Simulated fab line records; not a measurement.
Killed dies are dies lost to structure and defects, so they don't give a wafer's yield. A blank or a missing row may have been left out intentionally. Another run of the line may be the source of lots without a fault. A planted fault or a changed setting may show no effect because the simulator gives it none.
Problem report, 8D (eight disciplines) form, completed by code :: flow n5Finfet :: the parts of the form that need people (team, actions taken, sign-off) are left out

1. WHAT IS WRONG
Mean IOFF_N_LONG at N5_BEOL_M4_RC_MEAS_101: 7.24e-05 nA/um over 9 wafers in 3 lots; fault-free wafers: 5.47e-05 nA/um, standard deviation 2.5e-06. Relative to the usual mean, that is a shift of +7.1 standard deviations.
Earliest sighting: wafer L443.1 on prober-02 at day 12 17:15. The record has a number at this step for 33 wafers belonging to 11 lots. By rule, "out" or "out of limits" means more than 4 standard deviations away from the usual mean. Any other wafer with a number is counted as sound.

2. WHAT IT IS AND WHAT IT IS NOT
question: which readings at this step
is: IOFF_N_LONG
is not: DIBL_N, IOFF_N, IOFF_P, ION_N, ION_P, SS_N, SS_P, VT_N, VT_P

question: which lots
is: L442, L443, L444
is not: L423, L424, L427, L428, L429, L431, L435, L437

question: which wafers of those lots
is: all that have a number
is not: -

question: read on which gauges
is: prober-01, prober-02
is not: -

question: when
is: from day 12 17:15
is not: up to then (24 sound wafers)

3. SUSPECTS, AND WHAT RULES EACH OUT
Counting: a tool at any process step up to the reading remains a suspect when it ran all the lots that are out and ran no sound lot after the first of those.
- the gauge at N5_BEOL_M4_RC_MEAS_101 has been ruled out. Those wafers that are out were read across 2 gauges (prober-01, prober-02).
- wetBench-02 at N5_SD_EPI_N_WET_ETCH_43 (etches SiO2 in dHF, time 14 s, target depth 1.5 nm): kept. It ran every lot that is out, first L442 (day 7 19:47), and no sound lot after that; its last sound lot up to then is L437 (day 6 16:31).
Remaining after the count: wetBench-02 at N5_SD_EPI_N_WET_ETCH_43.

4. THE CAUSE (what the simulator had put in)
Beginning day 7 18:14, the whole step at N5_SD_EPI_N_WET_ETCH_43 was skipped on wetBench-02. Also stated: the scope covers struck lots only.
The count eliminated every tool but this one.

5. THE EFFECT CHAIN, in route order
Each row: a reading whose mean over the struck wafers that have a number lies more than 3 standard deviations from the usual. Readings are gone through only where the record gives a usual standard deviation; hours: the median, over the lots, of the time from a lot's start at the first step in this table giving one to that lot's start at this step; sigmas: the change measured in usual standard deviations.
hours: 0
step: N5_BEOL_M4_RC_MEAS_101
reading: IOFF_N_LONG
usual: 5.47e-05 nA/um
on struck wafers: 7.24e-05
change: +1.77e-05
sigmas: +7.1
Readings that are blank on the struck wafers while sound wafers have them: tempC at N5_SD_EPI_N_WET_ETCH_43.

6. WHAT WOULD HAVE CAUGHT IT SOONER
In this record the first reading out of limits at a measuring or inspecting step was taken at day 12 17:15, 119 hours after the fault began at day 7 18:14.
At N5_SD_EPI_N_WET_ETCH_43 the tool's readings are blank on the struck wafers, where sound wafers have them: an empty tool record is the first sign, and it was there at once.
By day 12 17:15 the whole set of lots that are out, 3 in number, had already begun N5_SD_EPI_N_WET_ETCH_43 on wetBench-02. None of them would have been spared by holding the tool at that moment.
